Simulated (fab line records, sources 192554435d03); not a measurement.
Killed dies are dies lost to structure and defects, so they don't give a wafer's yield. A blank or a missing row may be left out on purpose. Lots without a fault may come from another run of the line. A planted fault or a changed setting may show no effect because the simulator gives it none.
Chamber matching | flow n5_finfet | N5_BEOL_M0_CO_CAP_123 on cvd_co-01: 3 sister chambers
The step material Co, precursor CCTBA/H2, target thk 2 nm, time 102.1 s. 22 wafers are shown with their chamber, then 11 later ones without.

WAFERS WITH THEIR CHAMBER
wafer  | chamber | heater_power_w (W)
L254.2 | 2       | 245
L254.3 | 0       | 220
L254.6 | 1       | 217
L255.2 | 2       | 256
L255.4 | 1       | 224
L255.5 | 0       | 224
L257.3 | 0       | 231
L257.5 | 2       | 257
L257.6 | 0       | 222
L259.2 | 2       | 258
L259.3 | 0       | 220
L259.6 | 1       | 226
L262.3 | 0       | 223
L262.5 | 1       | 226
L262.6 | 0       | 230
L263.1 | 0       | 231
L263.2 | 1       | 222
L263.6 | 0       | 226
L264.1 | 2       | 254
L264.4 | 2       | 254
L264.5 | 0       | 230
L266.3 | 2       | 252

SIGNATURES (means of the wafers above)
reading        | chamber 0 | chamber 1 | chamber 2 | scatter within a chamber
heater_power_w | 225.70    | 223.00    | 253.71    | 4.3
Rule: a wafer's distance from a chamber is the root of the sum, over the readings, of the square of ((its reading less the chamber's mean) divided by the reading's scatter). The wafer belongs to the nearest chamber; if the next one is less than 2 further off, it can't be placed. The scatter: the root of (the sum of the squares of (reading less its chamber's mean) over the shown wafers, divided by (wafers less chambers)).

WAFERS WITHOUT THEIR CHAMBER
wafer  | heater_power_w (W)
L266.4 | 252
L266.5 | 226
L270.2 | 229
L270.3 | 250
L270.4 | 233
L272.1 | 224
L272.2 | 223
L272.3 | 259
L275.2 | 229
L275.3 | 251
L275.6 | 228

WHICH CHAMBER EACH WENT THROUGH
wafer  | from the rows above     | in truth
L266.4 | 2                       | 2
L266.5 | can't be placed: 0 or 1 | 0
L270.2 | can't be placed: 0 or 1 | 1
L270.3 | 2                       | 2
L270.4 | can't be placed: 0 or 1 | 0
L272.1 | can't be placed: 1 or 0 | 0
L272.2 | can't be placed: 1 or 0 | 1
L272.3 | 2                       | 2
L275.2 | can't be placed: 0 or 1 | 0
L275.3 | 2                       | 2
L275.6 | can't be placed: 0 or 1 | 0
Placed correctly: 4 of 11. Can't be placed from these rows: 7 (the true chamber is among the candidates in 7). Placed wrongly: 0.
